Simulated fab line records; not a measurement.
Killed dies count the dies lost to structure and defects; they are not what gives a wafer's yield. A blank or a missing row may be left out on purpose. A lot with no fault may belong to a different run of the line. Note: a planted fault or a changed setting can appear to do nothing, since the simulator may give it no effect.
Matching of chambers / flow n5Finfet / rieDiel-05 running N5_PMOS_HMC_CHANNEL_EPI_ETCH_32: 4 sister chambers
The step etches BARC in N2/H2, stops on SiO2, target depth 85.8 nm, time 50.3 s. 4 wafers are shown with their chamber, then 10 later ones without.

WAFERS PAIRED WITH THEIR CHAMBERS
wafer=L088.3; chamber=2; showerheadPlenumPTorr (Torr)=2.44
wafer=L089.6; chamber=0; showerheadPlenumPTorr (Torr)=2.61
wafer=L090.2; chamber=3; showerheadPlenumPTorr (Torr)=2.59
wafer=L090.4; chamber=1; showerheadPlenumPTorr (Torr)=2.64

WAFERS WITHOUT THEIR CHAMBER
wafer=L090.6; showerheadPlenumPTorr (Torr)=2.44
wafer=L091.2; showerheadPlenumPTorr (Torr)=2.44
wafer=L091.4; showerheadPlenumPTorr (Torr)=2.61
wafer=L091.5; showerheadPlenumPTorr (Torr)=2.64
wafer=L097.1; showerheadPlenumPTorr (Torr)=2.58
wafer=L097.2; showerheadPlenumPTorr (Torr)=2.63
wafer=L097.3; showerheadPlenumPTorr (Torr)=2.43
wafer=L097.4; showerheadPlenumPTorr (Torr)=2.44
wafer=L097.5; showerheadPlenumPTorr (Torr)=2.58
wafer=L097.6; showerheadPlenumPTorr (Torr)=2.63

EACH ONE'S CHAMBER
wafer=L090.6; from the rows above=2; in truth=2
wafer=L091.2; from the rows above=2; in truth=2
wafer=L091.4; from the rows above=0; in truth=0
wafer=L091.5; from the rows above=1; in truth=1
wafer=L097.1; from the rows above=3; in truth=3
wafer=L097.2; from the rows above=can't be placed: 1 or 0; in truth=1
wafer=L097.3; from the rows above=2; in truth=2
wafer=L097.4; from the rows above=2; in truth=2
wafer=L097.5; from the rows above=3; in truth=3
wafer=L097.6; from the rows above=can't be placed: 1 or 0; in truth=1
Correct placement for 8 of the 10. Unplaceable from these rows: 2, with the true chamber sitting among the candidates in 2. Placed wrongly: 0.
How it was worked out, from the rows above alone: a wafer's distance from a chamber is the root of the sum, over the readings, of the square of ((its reading less the chamber's mean) divided by the reading's scatter). If the next closest chamber is less than 2 further off than the closest, the wafer can't be placed; otherwise it belongs to the closest. Each chamber's mean is taken over the wafers shown for it. The scatter: with one shown wafer a chamber, the root of the mean of the squares of how far each hidden wafer lies from its nearest shown one.
